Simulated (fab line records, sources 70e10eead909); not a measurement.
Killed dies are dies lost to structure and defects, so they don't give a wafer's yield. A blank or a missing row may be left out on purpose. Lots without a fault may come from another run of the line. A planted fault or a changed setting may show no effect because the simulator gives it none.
fab line records | flow nand_harc
record lots=12 wafers=36 last_day=34
route steps=1302 shown A_CONTACT@986 END@1302
lots that met no fault: from a run of the same line without faults
start_h: hours from the record's first day to the start of the lot's first wafer shown | wait_h: hours since the lot's step before | " the same as in the row above | L1.1+2: a row that stands for several wafers | - no value, or no start given | * or withheld: withheld | < > ~ a bound
route shown NAME@n: a module of which the file shows steps, and the number in the route of the first | usual: mean/standard deviation of fault-free wafers | same: alike in all rows | chamber/n: place in a boat | sites: the reading at each site | _std_site: their standard deviation | _edge_site: outer sites' mean less inner sites' | radius_mm: how far each site lies from the wafer's centre | mask NAME#n: copy n | behind: the tool/chamber that last shaped the wafer | hold: why the lot was held/for how many hours/how that ended | device: the transistor (n, p or np) that didn't switch | end of line: the same wafers' tests at the end of the route | a step without rows: its recipe alone | killed: dies lost to structure and defects at the first sort, not the wafer's yield | map: a wafer's dies, x killed, . not, _ none there
set.NAME: the setting as run; set.NAME@STEP: as run at that earlier step | model.NAME: the simulator's own value behind a step, which no gauge read
steps of the route over a sample of lots; a table a step, a row a wafer
services: from which hour (start_h, from the record's first day; less than 0 if before it) a tool's chamber was out of use, for how many hours, and why
## steps
# step NHARC_A_CONTACT_DEP_29
# recipe target_thk_a=1000 target_thk_nm=100 temp_c=400 pressure_torr=3.5 flow_sccm=200 rf_w=350 material=SiON
# usual heater_power_outer_w=444/63 heater_power_w=729/86
# columns lot.wafer tool chamber start_h wait_h heater_power_outer_w heater_power_w
L821.2 pecvd-02 2 497.60 2.8 464 737
L821.5 " 0 " " 518 845
L821.6 " 1 " " 441 761
L822.2 pecvd-01 1 507.78 2.9 411 673
L822.1 " 0 " " 441 703
L822.5 " 0 " " 453 699
L825.1 pecvd-02 0 528.88 3.5 538 890
L825.2 " 1 " " 421 728
L825.5 " 0 " " 410 697
L827.2 pecvd-02 0 560.10 2.8 432 755
L827.1 " 1 " " 414 724
L827.5 " 1 " " 424 717
L828.1 pecvd-02 0 576.28 3.5 494 832
L828.2 " 1 " " 451 772
L828.4 " 0 " " 493 834
L833.4 pecvd-03 1 596.45 1.5 467 741
L833.5 " 2 " " 496 777
L833.6 " 0 " " 276 501
L832.2 pecvd-01 1 606.42 2.8 440 705
L832.1 " 2 " " 417 743
L832.6 " 1 " " 460 706
L835.1 pecvd-03 0 628.47 3.5 323 553
L835.3 " 1 " " 424 701
L835.6 " 1 " " 439 706
L836.3 pecvd-02 0 632.78 2.2 501 805
L836.6 " 2 " " 500 777
L836.5 " 0 " " 497 828
L842.1 pecvd-02 0 697.45 3.6 415 709
L842.4 " 2 " " 492 760
L842.5 " 0 " " 425 720
L844.2 pecvd-02 1 724.79 2.9 496 844
L844.4 " 2 " " 503 754
L844.5 " 0 " " 504 825
L843.3 pecvd-03 0 724.86 2.1 334 588
L843.2 " 1 " " 422 709
L843.5 " 2 " " 480 756
# step NHARC_A_CONTACT_ETCH_49
# recipe target_depth_a=2600 over_etch_frac=0.3 time_s=475.3 ion_energy_ev=200 n2_flow_sccm=150 h2_flow_sccm=150 ar_flow_sccm=0 rf_w=400 bias_w=150 chemistry=N2/H2
# usual drypump_motor_current_A=5.8/0.44 h2_flow_sccm=150.0/0.45 oes_product_au=1.001/0.0084 rf_vpp_V=429.5/2.9 run_length_s=496.7/0.39 showerhead_plenum_p_Torr=2.01/0.097 throttle_valve_pct=14.170/0.0098
# same over_etch_frac=0.3
# columns lot.wafer tool chamber start_h wait_h drypump_motor_current_A h2_flow_sccm oes_product_au rf_hours_counter_h rf_vpp_V run_length_s showerhead_plenum_p_Torr throttle_valve_pct
L821.2 rie_diel-13 2 498.68 - 6.2 150.9 0.997 48 424.0 496.1 1.87 14.169
L821.5 " 3 " " 5.4 149.9 0.993 - 427.2 496.4 1.95 14.170
L821.6 " 0 " " 5.7 148.4 0.983 - 428.7 497.4 2.00 14.171
L822.2 rie_diel-10 3 508.93 - 6.0 149.7 1.011 26 427.3 497.1 1.94 14.188
L822.1 " 2 " " 5.3 149.9 1.006 25 436.3 496.0 2.21 14.179
L822.5 " 3 " " 6.0 149.9 1.015 - 428.3 497.0 1.94 14.167
L825.2 rie_diel-12 1 530.34 - 6.4 150.3 0.991 13 426.9 496.6 1.96 14.177
L825.1 " 0 " " 5.6 150.0 0.995 13 425.6 496.3 1.88 14.159
L825.5 " 0 " " 5.6 149.9 0.997 - 426.0 496.7 1.88 14.166
L827.1 rie_diel-12 2 561.15 - 5.2 150.2 1.011 14 429.6 497.2 2.04 14.181
L827.2 " 1 " " 6.4 149.4 1.002 19 427.5 497.0 1.96 14.181
L827.5 " 2 " " 5.2 150.5 1.007 - 429.7 497.0 2.04 14.178
L828.1 rie_diel-12 1 577.82 - 6.4 149.7 1.004 22 428.0 497.2 1.95 14.154
L828.2 " 2 " " 5.2 150.1 1.009 17 430.3 497.1 2.04 14.171
L828.4 " 3 " " 6.3 149.8 1.005 21 430.0 496.4 2.01 14.183
L833.4 rie_diel-12 0 597.40 - 5.6 150.7 0.993 26 426.1 496.5 1.88 14.161
L833.6 " 2 " " 5.2 150.0 0.993 - 431.5 496.8 2.04 14.178
L833.5 " 3 " " 6.4 150.3 0.994 - 430.1 496.6 2.00 14.158
L832.2 rie_diel-12 0 607.39 - 5.6 149.8 0.997 30 425.2 292.6 1.88 14.161
L832.1 " 3 " " 6.4 149.8 1.009 28 429.8 496.6 2.00 14.166
L832.6 " 1 " " 6.4 149.7 1.003 - 428.3 496.6 1.95 14.165
L835.1 rie_diel-13 3 629.63 - 5.5 149.8 0.988 36 426.0 496.5 1.93 14.167
L835.3 " 0 " " 5.7 149.8 0.993 40 429.2 497.6 1.98 14.163
L835.6 " 3 " " 5.4 150.3 0.990 - 427.4 496.2 1.93 14.177
L836.3 rie_diel-12 0 633.88 - 5.6 150.1 1.005 0 436.5 292.8 2.22 14.181
L836.6 " 3 " " 6.4 150.4 1.001 - 429.6 496.4 2.00 14.161
L836.5 " 0 " " 5.6 149.4 1.007 - 434.3 496.5 2.22 14.173
L842.1 rie_diel-12 1 698.68 - 6.4 150.5 0.995 10 428.6 496.8 1.95 14.172
L842.4 " 3 " " 6.4 149.5 0.998 11 429.5 496.7 2.00 14.167
L842.5 " 1 " " 6.4 150.1 0.990 - 428.2 496.8 1.95 14.178
L844.2 rie_diel-12 0 725.91 - 5.6 149.3 1.012 16 434.8 496.8 2.21 14.183
L844.4 " 3 " " 6.4 150.5 0.995 - 428.5 496.8 2.00 14.179
L844.5 " 0 " " 5.6 150.5 1.003 - 434.4 496.2 2.21 14.171
L843.3 rie_diel-12 0 726.29 - 5.6 149.6 1.002 17 436.9 496.2 2.21 14.175
L843.2 " 2 " " 5.2 149.5 1.014 14 429.7 497.2 2.03 14.170
L843.5 " 2 " " 5.2 149.8 1.003 - 430.2 496.9 2.03 14.148
# step NHARC_A_CONTACT_ETCH_51
# recipe target_depth_a=70000 over_etch_frac=0.3 time_s=1820 ion_energy_ev=150 o2_flow_sccm=400 cos_flow_sccm=20 ar_flow_sccm=0 rf_w=500 bias_w=300 chemistry=O2/COS
# usual drypump_motor_current_A=5.8/0.45 oes_product_au=1.001/0.0086 rf_vpp_V=313.3/2.1 run_length_s=1841.4/0.4 showerhead_plenum_p_Torr=3.07/0.13 throttle_valve_pct=28.330/0.0088
# same over_etch_frac=0.3
# columns lot.wafer tool chamber start_h wait_h drypump_motor_current_A oes_product_au rf_hours_counter_h rf_vpp_V run_length_s showerhead_plenum_p_Torr throttle_valve_pct
L821.2 rie_diel-13 0 - - 5.7 1.001 51 313.5 1842.1 3.07 28.320
L821.5 " 3 " " 5.5 0.995 - 311.7 1841.2 2.99 28.343
L821.6 " 2 " " 6.2 1.008 - 310.5 1841.0 2.89 28.349
L822.1 rie_diel-10 3 - - 6.0 0.998 27 311.0 1841.6 2.99 28.334
L822.2 " 2 " " 5.3 1.004 25 317.2 1840.4 3.36 28.338
L822.5 " 3 " " 6.0 1.011 - 312.1 1842.1 2.99 28.325
L825.1 rie_diel-12 3 - - 6.4 0.994 14 313.6 1840.9 3.08 28.324
L825.2 " 1 " " 6.4 1.010 14 312.8 1841.4 3.01 28.336
L825.5 " 3 " " 6.4 1.004 - 312.7 1841.0 3.08 28.329
L827.2 rie_diel-12 2 - - 5.2 1.013 14 314.6 1841.5 3.12 28.330
L827.1 " 3 " " 6.4 1.001 19 312.9 1841.1 3.08 28.324
L827.5 " 2 " " 5.2 1.003 - 313.8 1841.5 3.12 28.330
L828.4 rie_diel-12 3 - - 6.4 0.991 21 313.2 1841.9 3.07 28.330
L828.1 " 0 " " 5.6 0.998 22 309.3 1841.2 2.89 28.333
L828.2 " 2 " " 5.2 0.999 17 314.9 1841.6 3.12 28.330
L833.4 rie_diel-12 1 - - 6.4 0.988 26 311.7 1842.0 3.00 28.326
L833.5 " 0 " " 5.6 1.001 - 310.5 1840.8 2.89 28.328
L833.6 " 1 " " 6.4 1.002 - 312.0 1842.0 3.00 28.334
L832.1 rie_diel-12 1 - - 6.4 0.997 30 312.4 1841.3 3.00 28.317
L832.2 " 3 " " 6.4 1.003 28 312.6 1841.1 3.07 28.322
L832.6 " 1 " " 6.4 0.988 - 313.2 1841.3 3.00 28.317
L835.3 rie_diel-13 0 - - 5.7 1.016 41 311.7 1842.3 3.04 28.344
L835.1 " 2 " " 6.2 1.011 35 316.2 1840.9 3.35 28.344
L835.6 " 1 " " 5.7 0.987 - 311.2 1842.0 2.91 28.320
L836.3 rie_diel-12 1 - - 6.4 1.004 0 312.6 1841.2 3.00 28.329
L836.5 " 0 " " 5.6 1.008 - 318.1 1840.8 3.37 28.331
L836.6 " 1 " " 6.4 1.004 - 313.1 1841.4 3.00 28.325
L842.1 rie_diel-12 2 - - 5.2 1.005 10 313.3 1841.7 3.11 28.317
L842.4 " 1 " " 6.4 0.982 11 312.4 1841.5 2.99 28.326
L842.5 " 3 " " 6.4 1.005 - 314.2 1841.3 3.06 28.320
L844.2 rie_diel-12 3 - - 6.4 0.993 16 313.8 1841.4 3.06 28.341
L844.4 " 0 " " 5.6 1.010 - 318.5 1841.0 3.36 28.327
L844.5 " 3 " " 6.4 1.007 - 313.6 1841.1 3.06 28.330
L843.3 rie_diel-12 2 - - 5.2 1.007 16 313.0 1841.6 3.11 28.320
L843.2 " 3 " " 6.5 1.002 17 312.2 1841.0 3.06 28.319
L843.5 " 2 " " 5.2 1.019 - 313.0 1841.8 3.11 28.319
# step NHARC_A_CONTACT_ETCH_114
# recipe source_w=withheld pressure_mtorr=20 bias_v=3000 time_s=190 target_depth_a=18500 ar_flow_sccm=withheld c4f8_flow_sccm=withheld o2_flow_sccm=withheld chemistry=C4F8/O2/Ar
# usual run_length_s=190/0
# columns lot.wafer tool chamber start_h wait_h rf_hours_counter_h run_length_s
L821.2 har_cap_etch-03 1 501.08 0.1 38 190
L821.6 " 1 " " - 190
L821.5 " 0 " " - 190
L822.1 har_cap_etch-03 1 511.12 0.1 41 190
L822.2 " 0 " " 41 190
L822.5 " 1 " " - 190
L825.2 har_cap_etch-01 1 533.16 0.1 4 190
L825.1 " 0 " " 4 190
L825.5 " 1 " " - 190
L827.1 har_cap_etch-01 0 563.32 0.1 9 190
L827.2 " 1 " " 9 190
L827.5 " 1 " " - 190
L828.2 har_cap_etch-01 1 580.01 0.1 11 190
L828.1 " 0 " " 11 190
L828.4 " 0 " " - 190
L833.4 har_cap_etch-02 0 600.42 0.2 - 190
L833.6 " 0 " " - 190
L833.5 " 1 " " - 190
L832.2 har_cap_etch-02 0 609.75 0.2 106 190
L832.1 " 1 " " 106 190
L832.6 " 0 " " - 190
L835.1 har_cap_etch-01 1 631.85 0.1 22 190
L835.3 " 1 " " - 190
L835.6 " 0 " " - 190
L836.3 har_cap_etch-02 0 636.10 0.1 - 190
L836.6 " 1 " " - 190
L836.5 " 0 " " - 190
L842.1 har_cap_etch-02 0 700.99 0.1 123 190
L842.4 " 0 " " - 190
L842.5 " 0 " " - 190
L844.2 har_cap_etch-01 1 728.85 0.2 38 190
L844.4 " 1 " " - 190
L844.5 " 1 " " - 190
L843.2 har_cap_etch-03 0 729.49 0.1 80 190
L843.3 " 0 " " - 190
L843.5 " 0 " " - 190
# step NHARC_END_SORT_01
# recipe temp_c=25
# usual killed_at_array=53/18 killed_at_other=0.8/1.1 killed_at_periphery=4.1/2.7 killed_dies=58/18 killed_open=3.1/1.7 killed_short=2.7/1.7
# same gross_dies=677
# columns lot.wafer tool chamber start_h wait_h killed_at_array killed_at_other killed_at_periphery killed_dies killed_open killed_short
L832.1 prober-01 0 678.77 2.5 37 1 4 42 2 0
L832.2 prober-01 0 679.57 2.8 673 1 3 677 2 1
L832.6 prober-01 0 682.74 4.0 51 0 3 54 4 3
L836.3 prober-01 0 699.70 3.1 672 0 5 677 7 1
L836.5 prober-01 0 701.29 3.7 74 0 3 77 3 1
L836.6 prober-01 0 702.08 4.0 82 0 5 87 3 3
# killed by level:class
L832.1 A_SLIT:chamber_film_flake=20 A_CHANNEL_HOLE_D1:chamber_film_flake=7 P_CONTACT:chamber_film_flake=3 A_SGD_CUT:chamber_film_flake=3 A_DECK1_JOINT:chamber_film_flake=2 A_WL_FILL:chamber_film_flake=2 P_GATE:geometric_particle:open=1 A_CONTACT:geometric_particle:open=1
L832.2 A_CONTACT:area_etch=629 A_SLIT:chamber_film_flake=31 A_CHANNEL_HOLE_D1:chamber_film_flake=3 P_CONTACT:chamber_film_flake=2 A_WL_FILL:chamber_film_flake=2 A_CONTACT:chamber_film_flake=2 A_DECK1_JOINT:geometric_particle:short=1 A_WL_FILL:geometric_particle:open=1
L832.6 A_SLIT:chamber_film_flake=36 A_DECK1_JOINT:geometric_particle:short=2 P_CONTACT:chamber_film_flake=2 A_CHANNEL_HOLE_D1:chamber_film_flake=2 A_CONTACT:chamber_film_flake=2 P_M0:geometric_particle:short=1 A_SOURCE_PLATE:geometric_particle:open=1 A_CHANNEL_FILL_D1:geometric_particle:open=1
L836.3 A_CONTACT:area_etch=583 A_CHANNEL_HOLE_D1:chamber_film_flake=36 A_SLIT:chamber_film_flake=29 A_CONTACT:chamber_film_flake=14 A_M0:geometric_particle:open=3 P_ZERO_WELL:chamber_film_flake=3 P_CONTACT:geometric_particle:open=2 A_STAIRCASE:chamber_film_flake=2
L836.5 A_SLIT:chamber_film_flake=34 A_CONTACT:chamber_film_flake=14 A_CHANNEL_HOLE_D1:chamber_film_flake=13 A_STAIRCASE:chamber_film_flake=4 P_ZERO_WELL:chamber_film_flake=2 A_ZERO_WELL:chamber_film_flake=2 A_DECK1_JOINT:geometric_particle:short=1 A_DECK1_JOINT:geometric_particle:open=1
L836.6 A_CHANNEL_HOLE_D1:chamber_film_flake=34 A_SLIT:chamber_film_flake=24 A_CONTACT:chamber_film_flake=11 A_STAIRCASE:chamber_film_flake=4 A_BLC:chamber_film_flake=4 P_ZERO_WELL:chamber_film_flake=2 P_STI:geometric_particle:short=1 A_CHANNEL_HOLE_D1:geometric_particle:open=1
## services
# columns tool chamber start_h hours kind
rie_diel-13 1 490.52 16.3 repair
pecvd-01 - 492.45 13.0 pm
har_cap_etch-01 - 497.30 17.0 pm
pecvd-03 - 499.00 1.1 repair
rie_diel-13 - 519.02 9.0 pm
rie_diel-13 1 533.64 5.1 repair
pecvd-03 - 536.63 0.7 repair
pecvd-03 - 547.56 13.0 pm
pecvd-02 - 554.52 0.4 repair
har_cap_etch-01 - 574.63 0.6 repair
pecvd-02 - 589.41 13.0 pm
pecvd-02 - 604.92 1.7 repair
pecvd-03 - 612.10 0.4 repair
rie_diel-12 - 623.21 9.0 pm
pecvd-03 1 629.25 18.9 repair
rie_diel-13 1 657.94 4.5 repair
pecvd-02 2 672.55 2.8 repair
pecvd-02 2 687.57 4.2 repair
pecvd-02 1 694.86 29.7 repair
rie_diel-13 - 696.02 9.0 pm
pecvd-03 - 713.71 1.1 repair
pecvd-03 - 717.17 0.6 repair
rie_diel-12 1 722.84 4.8 repair
pecvd-03 - 728.59 13.0 pm
## key
first_sign step=NHARC_A_CONTACT_ETCH_49 reading=run_length_s direction=down sigmas=99+ usual=* struck=*
effect step=NHARC_END_SORT_01 reading=killed_dies direction=up sigmas=34 usual=58 struck=677
more_kills_born_at NHARC_A_CONTACT_ETCH_49@rie_diel-12=1212
met_at NHARC_A_CONTACT_ETCH_49
struck_lots L832,L836
struck_wafers L832.2,L836.3
later_rows_left_out L832.2,L836.3
tester_left_out L832,L836
not_acting_at NHARC_A_CONTACT_DEP_29,NHARC_A_CONTACT_ETCH_51,NHARC_A_CONTACT_ETCH_114
onset_between 597.40 607.39
fault kind=process_parameter_drift tool=rie_diel-12 chamber=- onset_h=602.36 steps=NHARC_A_CONTACT_ETCH_49 channel=time_s offset=* shape=step end_h=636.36 scope=struck_wafers_only acts_in=* stated=*
# tester_left_out: of these lots the tester's yield and bins aren't shown, on N5 and GAA mostly nor the transistor test; their killed dies are dies lost to structure and defects alone, not to doping, threshold or leakage, so they don't give the yield
# later_rows_left_out: the simulator's readings of these wafers behind a module that went badly wrong aren't trusted and aren't shown, but for the sort
